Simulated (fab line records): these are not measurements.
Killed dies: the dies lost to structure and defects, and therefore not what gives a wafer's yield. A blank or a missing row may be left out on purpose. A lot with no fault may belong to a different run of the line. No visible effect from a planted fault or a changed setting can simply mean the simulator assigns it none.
Chamber matching    flow nand-harc    4 sister chambers for NHARC_A_STAIRCASE_DESCUM_219 on rie-diel-05
The step chemistry O2, time 3 s. 20 wafers are shown with their chamber, then 10 later ones without.

== WAFERS PAIRED WITH THEIR CHAMBERS ==
wafer   chamber  showerhead-plenum-p-Torr (Torr)  drypump-motor-current-A (A)  oes-product-au (a.u.)
L074.2  2        1.94                             5.3                          1.019
L074.5  3        1.82                             6.7                          0.996
L074.6  0        1.83                             6.5                          1.012
L080.1  1        1.96                             5.3                          0.998
L080.2  0        1.82                             6.5                          1.021
L080.4  3        1.82                             6.6                          1.000
L084.2  0        1.82                             6.5                          1.008
L084.3  2        1.94                             5.3                          1.024
L084.5  2        1.94                             5.3                          1.019
L083.4  0        1.82                             6.5                          1.006
L083.5  0        1.82                             6.5                          1.008
L083.6  3        1.81                             6.6                          0.994
L087.3  3        1.81                             6.7                          1.000
L087.4  0        1.82                             6.5                          0.999
L087.5  3        1.81                             6.6                          0.997
L090.3  0        1.82                             6.5                          1.013
L090.4  1        1.96                             5.2                          1.002
L090.5  0        1.82                             6.5                          1.003
L089.2  1        1.96                             5.2                          1.001
L089.3  0        1.82                             6.5                          1.005

SIGNATURES (means of the wafers above)
reading                   chamber 0  chamber 1  chamber 2  chamber 3  scatter within a chamber
showerhead-plenum-p-Torr  1.8211     1.9600     1.9400     1.8140     0.00361
drypump-motor-current-A   6.500      5.233      5.300      6.640      0.0342
oes-product-au            1.00833    1.00033    1.02067    0.99740    0.00488
Rule: distance of a wafer from a chamber = root of the sum over the readings of ((wafer's reading minus chamber's mean) / reading's scatter) squared. If the next closest chamber is less than 2 further off than the closest, the wafer can't be placed; otherwise it belongs to the closest. How the scatter is found: for the shown wafers, subtract from each reading the mean of its chamber, square and add these, divide the total by (wafers less chambers), then take the root.

== WAFERS MISSING THEIR CHAMBER ==
wafer   showerhead-plenum-p-Torr (Torr)  drypump-motor-current-A (A)  oes-product-au (a.u.)
L089.5  1.82                             6.5                          0.996
L094.3  1.93                             5.3                          1.008
L094.4  1.81                             6.7                          1.001
L094.5  1.81                             6.6                          0.991
L096.1  1.93                             5.3                          1.000
L096.2  1.95                             5.2                          0.979
L096.3  1.81                             6.7                          0.991
L097.2  1.93                             5.3                          1.001
L097.3  1.81                             6.5                          0.993
L097.6  1.93                             5.3                          1.013

== WHICH CHAMBER EACH WENT THROUGH ==
wafer   from the rows above      in truth
L089.5  can't be placed: 0 or 3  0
L094.3  2                        2
L094.4  3                        3
L094.5  3                        3
L096.1  2                        2
L096.2  1                        1
L096.3  3                        3
L097.2  2                        2
L097.3  can't be placed: 3 or 0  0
L097.6  2                        2
Placed correctly: 8 of 10. Not placeable from these rows: 2 (in 2, the candidates include the true chamber). Number placed wrongly: 0.
